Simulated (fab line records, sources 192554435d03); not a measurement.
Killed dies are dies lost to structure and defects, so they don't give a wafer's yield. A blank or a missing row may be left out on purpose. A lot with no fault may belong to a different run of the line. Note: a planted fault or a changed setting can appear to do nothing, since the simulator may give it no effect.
Lot-split experiment ; flow n5-finfet ; 21 wafers read from 7 lots, route of 1938 steps

== THE SPLIT ITSELF ==
At N5_BEOL_M8_EXPOSE_08 (exposes mask M8), the setting dose-mj was moved away from the recipe's 68.25 on 9 of the 21 wafers read, by -7.1% to +6.4%. For the rest of the wafers, this setting stayed at what the recipe calls for.

== FROM THE SPLIT TO THE READING: what the file shows between them, 18 steps ==
- N5_BEOL_M8_PEB_09: peb time 60 s
- N5_BEOL_M8_DEVELOP_10: develop time 30 s
- N5_BEOL_M8_CD_MEAS_11: target cd 38.5 nm
- N5_BEOL_M8_DESCUM_16: chemistry O2, time 7.9 s
- N5_BEOL_M8_ETCH_61: etches SiARC in CF4, target depth 45.5 nm, time 75.8 s
- N5_BEOL_M8_ETCH_62: etches SOC in N2/H2, target depth 110 nm, overetch 22 nm, time 165 s (also split here: bias-w)
- N5_BEOL_M8_STRIP_68: strips in N2/H2
- N5_BEOL_M8_STRIP_67: strips in CF4
- N5_BEOL_M8_HM_OPEN_17: chemistry Cl2/BCl3, target TiN, target depth 20 nm, overetch 6 nm
- N5_BEOL_M8_STRIP_19: strips in O2
- N5_BEOL_M8_CD_MEAS_18: pitch 80 nm, target cd 40 nm
- N5_BEOL_M8_COAT_63: time 60 s, resist thk 60 nm
- N5_BEOL_M8_COAT_64: time 60 s, resist thk 12 nm
- N5_BEOL_M8_STRIP_80: strips in N2/H2, time 10 s
- N5_BEOL_M8_HM_STRIP_39: strips TiN in peroxide tin strip, target depth 25 nm, time 158 s
- N5_BEOL_M8_SRD_40: time 30 s
- N5_BEOL_M8_PRECLEAN_42: cleans in residue remover, time 60 s
- N5_BEOL_M8_SRD_43: time 30 s

== THE READING ==
Shown in nm: cd-nm at N5_BEOL_M8_CD_MEAS_35, with target cd 40 nm. A value of 39.8 nm with a standard deviation of 0.98 nm is what fault-free wafers of this fab line usually give.

wafer;tool, chamber at the split;dose-mj as run;against the recipe;cd-nm, nm;against lot-mates on the recipe
L077.2;arfi-scanner-02, 0;68.25;recipe;42.1;-
L077.4;arfi-scanner-02, 0;68.25;recipe;39.5;-
L077.5;arfi-scanner-02, 0;68.25;recipe;41.8;-
L076.1;arfi-scanner-01, 0;68.25;recipe;40.0;-
L076.2;arfi-scanner-01, 0;70.54;+3.4%;40.5;+0.5
L076.6;arfi-scanner-01, 0;70.54;+3.4%;41.6;+1.6
L081.4;arfi-scanner-01, 0;68.25;recipe;38.4;-
L081.5;arfi-scanner-01, 0;68.25;recipe;38.6;-
L081.6;arfi-scanner-01, 0;68.25;recipe;39.6;-
L080.2;arfi-scanner-02, 0;70.9;+3.9%;41.6;+1.3
L080.5;arfi-scanner-02, 0;68.25;recipe;39.9;-
L080.6;arfi-scanner-02, 0;68.25;recipe;40.8;-
L084.1;arfi-scanner-02, 0;68.25;recipe;39.7;-
L084.4;arfi-scanner-02, 0;72.61;+6.4%;44.2;+4.5
L084.5;arfi-scanner-02, 0;72.61;+6.4%;44.0;+4.3
L085.2;arfi-scanner-01, 0;64.81;-5.0%;36.2;-3.2
L085.3;arfi-scanner-01, 0;64.81;-5.0%;36.1;-3.3
L085.5;arfi-scanner-01, 0;68.25;recipe;39.4;-
L095.1;arfi-scanner-03, 0;63.38;-7.1%;36.0;-5.0
L095.2;arfi-scanner-03, 0;68.25;recipe;41.0;-
L095.5;arfi-scanner-03, 0;63.38;-7.1%;37.5;-3.5

FIT RESULTS
A straight line over all 21 wafers: cd-nm changes by +0.555 nm for each +1% of dose-mj; r = +0.89; the points scatter about the line by 1.1 nm.
The same after taking each lot's own level away (the mean of its wafers on the recipe; 21 wafers): +0.594 nm for each +1%; r = +0.95; scatter 0.75 nm.
That fit puts the effect of the largest move of dose-mj on the reading at 4.2 nm.
Across the lots, their own levels run from 38.87 to 41.13 nm, a range of 2.3 times the standard deviation given above.
The two slopes are in agreement: the lot-to-lot level therefore moves the slope only a little.
Check: -4.15 nm against its lot-mates is what the line predicts for one of the wafers moved furthest among these (-7.1%) when that wafer is left out of the fit. Against them it came out at -5 nm.

== OTHER SPLITS APPLIED TO THESE WAFERS ==
Note: prior to the reading, these wafers also went through further splits. Each is held against what the fit with the lots' levels taken away leaves over:
other split on the same wafers;wafers away from the commonest value;r with cd-nm (lot level and that fit taken away)
N5_BEOL_M8_ILD_DEP_00 time-s;7;-0.01
N5_BEOL_M8_PECVD_70 time-s;7;-0.14
N5_BEOL_M8_ETCH_62 bias-w;3;+0.06

== THE WHOLE CHAIN: every reading that the file lists as answering this split, in the file's order ==
step;what it does;reading;change (the file's fit);r (the file's)
N5_BEOL_M8_CD_MEAS_11;target cd 38.5 nm;cd-nm;+0.525 nm for each +1% of the setting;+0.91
N5_BEOL_M8_ETCH_61;etches SiARC in CF4, target depth 45.5 nm, time 75.8 s;BEOL_M8.cd-offset-nm (the simulator's own value, which no gauge read);+0.571 nm for each +1% of the setting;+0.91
N5_BEOL_M8_CD_MEAS_18;pitch 80 nm, target cd 40 nm;cd-nm;+0.556 nm for each +1% of the setting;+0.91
N5_BEOL_M8_CD_MEAS_35;target cd 40 nm;cd-nm;+0.584 nm for each +1% of the setting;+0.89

== THE FILE'S OWN FIT ==
cd-nm changes by +0.584 nm for each +1% of dose-mj, r = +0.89.
